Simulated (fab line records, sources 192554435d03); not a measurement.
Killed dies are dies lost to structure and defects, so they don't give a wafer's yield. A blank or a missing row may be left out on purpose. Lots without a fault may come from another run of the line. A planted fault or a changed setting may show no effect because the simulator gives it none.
Chamber matching | flow n5_finfet | N5_GATE_CUT_STRIP_42 on rie_diel-06: 4 sister chambers
The step strips in O2. 14 wafers are shown with their chamber, then 7 later ones without.

WAFERS WITH THEIR CHAMBER
wafer  | chamber | showerhead_plenum_p_Torr (Torr) | throttle_valve_pct (%) | oes_product_au (a.u.)
L076.1 | 1       | 2.08                            | 16.78                  | 0.70
L076.2 | 2       | 2.25                            | 16.61                  | 0.87
L076.4 | 0       | 2.13                            | 16.65                  | 0.67
L078.2 | 3       | 1.94                            | 16.32                  | 0.82
L078.3 | 1       | 2.08                            | 16.79                  | 0.69
L078.5 | 1       | 2.08                            | 16.77                  | 0.69
L080.1 | 1       | 2.08                            | 16.79                  | 0.69
L080.2 | 2       | 2.24                            | 16.64                  | 0.85
L080.4 | 3       | 1.93                            | 16.32                  | 0.81
L089.3 | 3       | 1.93                            | 16.35                  | 0.80
L089.4 | 1       | 2.07                            | 16.81                  | 0.68
L089.6 | 3       | 1.93                            | 16.36                  | 0.79
L092.2 | 3       | 1.93                            | 16.33                  | 0.79
L092.4 | 2       | 2.23                            | 16.69                  | 0.83

SIGNATURES (means of the wafers above)
reading                  | chamber 0 | chamber 1 | chamber 2 | chamber 3 | scatter within a chamber
showerhead_plenum_p_Torr | 2.1300    | 2.0780    | 2.2400    | 1.9320    | 0.006
throttle_valve_pct       | 16.6500   | 16.7880   | 16.6467   | 16.3360   | 0.0234
oes_product_au           | 0.6700    | 0.6900    | 0.8500    | 0.8020    | 0.013
Rule: a wafer's distance from a chamber is the root of the sum, over the readings, of the square of ((its reading less the chamber's mean) divided by the reading's scatter). The wafer belongs to the nearest chamber; if the next one is less than 2 further off, it can't be placed. The scatter: the root of (the sum of the squares of (reading less its chamber's mean) over the shown wafers, divided by (wafers less chambers)).

WAFERS WITHOUT THEIR CHAMBER
wafer  | showerhead_plenum_p_Torr (Torr) | throttle_valve_pct (%) | oes_product_au (a.u.)
L092.5 | 2.23                            | 16.67                  | 0.83
L096.2 | 2.12                            | 16.30                  | 0.92
L096.4 | 1.92                            | 16.37                  | 0.79
L096.6 | 2.23                            | 16.69                  | 0.82
L097.2 | 2.12                            | 16.30                  | 0.91
L097.3 | 2.23                            | 16.70                  | 0.82
L097.4 | 1.92                            | 16.38                  | 0.78

WHICH CHAMBER EACH WENT THROUGH
wafer  | from the rows above     | in truth
L092.5 | 2                       | 2
L096.2 | can't be placed: 0 or 2 | 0
L096.4 | 3                       | 3
L096.6 | 2                       | 2
L097.2 | can't be placed: 0 or 2 | 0
L097.3 | 2                       | 2
L097.4 | 3                       | 3
Placed correctly: 5 of 7. Can't be placed from these rows: 2 (the true chamber is among the candidates in 2). Placed wrongly: 0.
